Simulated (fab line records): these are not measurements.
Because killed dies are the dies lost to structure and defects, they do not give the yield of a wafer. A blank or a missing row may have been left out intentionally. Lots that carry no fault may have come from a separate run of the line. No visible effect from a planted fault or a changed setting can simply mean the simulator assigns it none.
Code-filled problem report in 8D (eight disciplines) form + flow n5_finfet + the parts of the form that need people (team, actions taken, sign-off) are left out

1. THE PROBLEM
At N5_BEOL_M8_ETCH_66, rf_fwd_power_W averages 1037 W over 6 wafers from 2 lots, while fault-free wafers read 835 W, standard deviation 3.1. That is +65 standard deviations from the usual mean.
The step: etches SOC in N2/H2, target depth 80 nm, overetch 16 nm, time 120 s.
First observed at day 13 13:10: wafer L193.4, on rie_diel-06. The record holds 27 wafers of 9 lots with a number at this step. Rule for "out", or "out of limits": more than 4 standard deviations from the usual mean. Any other wafer with a number is counted as sound.

2. WHAT IT IS, AND WHAT IT ISN'T
| question                    | is                       | is not                                                                                |
|-----------------------------|--------------------------|---------------------------------------------------------------------------------------|
| which readings at this step | rf_fwd_power_W, rf_vpp_V | drypump_motor_current_A, oes_product_au, showerhead_plenum_p_Torr, throttle_valve_pct |
| which lots                  | L193, L194               | L175, L178, L183, L185, L186, L196, L197                                              |
| which wafers of those lots  | all that have a number   | -                                                                                     |
| read on which tools         | rie_diel-06              | rie_diel-01                                                                           |
| when                        | from day 13 13:10        | up to then (15 sound wafers); but 6 sound wafers of L196, L197 came after             |

3. SUSPECTS, AND WHAT RULES EACH OUT
Counting: any tool at a process step up to the reading is kept as a suspect provided that every lot that is out went through it and no sound lot did after the first of them.
- rie_diel-06 at N5_BEOL_M8_ETCH_72 (etches underlayer in N2/H2, target depth 6.5 nm, time 5.2 s): kept. It processed each lot that is out, first L193 at day 13 13:07, and no sound lot thereafter; up to then, the last sound lot it processed was L186 at day 12 02:59.
- rie_diel-06 at N5_BEOL_M8_ETCH_66 (etches SOC in N2/H2, target depth 80 nm, overetch 16 nm, time 120 s): kept. It processed each lot that is out, first L193 at day 13 13:10, and no sound lot thereafter; up to then, the last sound lot it processed was L186 at day 12 03:02. Its own readings are out on those wafers: rf_fwd_power_W, rf_vpp_V.
After counting, rie_diel-06 at N5_BEOL_M8_ETCH_72 and rie_diel-06 at N5_BEOL_M8_ETCH_66 remain.

4. THE CAUSE (what the simulator had put in)
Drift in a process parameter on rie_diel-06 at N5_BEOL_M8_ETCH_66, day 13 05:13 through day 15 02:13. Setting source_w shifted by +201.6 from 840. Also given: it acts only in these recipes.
2 suspects survive the count, and this tool is in that group.

5. SEQUENCE OF EFFECTS, ordered by route
Each row: a reading whose mean over the struck wafers that have a number lies more than 3 standard deviations from the usual. Scope: only readings with a usual standard deviation given in the record; hours: median across lots of the time from each lot's start at the first step in this table that gives one to its start at this step; sigmas: change in usual standard deviations.
| hours | step               | reading        | usual   | on struck wafers | change | sigmas |
|-------|--------------------|----------------|---------|------------------|--------|--------|
| 0     | N5_BEOL_M8_ETCH_66 | rf_fwd_power_W | 835 W   | 1037             | +202   | +65    |
| 0     | N5_BEOL_M8_ETCH_66 | rf_vpp_V       | 523.8 V | 485.5            | -38.3  | -14    |
Its process steps:
- N5_BEOL_M8_ETCH_66: etches SOC in N2/H2, target depth 80 nm, overetch 16 nm, time 120 s.

6. HOW IT WOULD HAVE BEEN CAUGHT EARLIER
In this record no reading fell out of limits until day 13 13:10, 8 hours after the fault had begun at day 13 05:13.
